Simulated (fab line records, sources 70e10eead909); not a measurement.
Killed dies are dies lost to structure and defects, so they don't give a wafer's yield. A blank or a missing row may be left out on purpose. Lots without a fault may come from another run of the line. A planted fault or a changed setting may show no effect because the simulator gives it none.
Problem report in the 8D (eight disciplines) form, filled by code | flow nand_harc | the parts of the form that need people (team, actions taken, sign-off) are left out

1. THE PROBLEM
overlay_x_nm at NHARC_A_SGD_CUT_OVL_MEAS_10 reads a mean of 4.9 nm on 12 wafers of 4 lots; wafers without a fault read 0.0 nm with a standard deviation of 0.75. That is +6.5 standard deviations from the usual mean.
First seen on wafer L839.4, day 17 07:01, on overlay-01. The record holds 36 wafers of 12 lots with a number at this step. Rule for "out", or "out of limits": more than 4 standard deviations from the usual mean. The other wafers with a number count as sound.

2. WHAT IT IS AND WHAT IT IS NOT
question                    | is                     | is not
which readings at this step | overlay_x_nm           | overlay_y_nm
which lots                  | L839, L841, L845, L847 | L824, L827, L830, L832, L837, L838, L840, L846
which wafers of those lots  | all that have a number | -
read on which gauges        | overlay-01, overlay-02 | -
when                        | from day 17 07:01      | up to then (18 sound wafers); but 6 sound wafers of L840, L846 came after

3. SUSPECTS, AND WHAT RULES EACH OUT
Counting: a tool at a process step up to the reading stays a suspect if it ran every lot that is out and no sound lot after the first of them.
- the gauge at NHARC_A_SGD_CUT_OVL_MEAS_10: ruled out. The wafers that are out were read on 2 gauges (overlay-01, overlay-02).
- arfi_scanner-03 at NHARC_A_SGD_CUT_EXPOSE_06 (exposes mask SGD): kept. It ran every lot that is out, first L839 (day 17 06:49), and no sound lot after that; its last sound lot up to then is L838 (day 17 05:16).
Left after counting: arfi_scanner-03 at NHARC_A_SGD_CUT_EXPOSE_06.

4. THE CAUSE (what the simulator had put in)
Scanner matching overlay: arfi_scanner-03, from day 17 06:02 on, at NHARC_A_SGD_CUT_EXPOSE_06. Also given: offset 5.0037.
Counting left only this tool.

5. THE CHAIN OF EFFECTS, in route order
Each row: a reading whose mean over the struck wafers that have a number lies more than 3 standard deviations from the usual. Only readings for which the record gives a usual standard deviation are gone through. hours: the time from each lot's start at the first step in this table that gives one to its start at this step, as a median over the lots. sigmas: the change in usual standard deviations.
hours | step                        | reading      | usual  | on struck wafers | change | sigmas
0     | NHARC_A_SGD_CUT_OVL_MEAS_10 | overlay_x_nm | 0.0 nm | 4.9              | +4.9   | +6.5

6. WHAT WOULD HAVE CAUGHT IT SOONER
In this record the first reading out of limits at a measuring or inspecting step was taken at day 17 07:01, 1 hour after the fault began at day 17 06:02.
Of the tool readings at NHARC_A_SGD_CUT_EXPOSE_06 for which the record gives a usual standard deviation, none was out on any struck wafer, so an alarm limit of 4 standard deviations on them would not have fired.
Of the lots that are out (4), L841, L845, L847 began NHARC_A_SGD_CUT_EXPOSE_06 on arfi_scanner-03 after day 17 07:01. A hold on the tool at that time would have spared those 3.
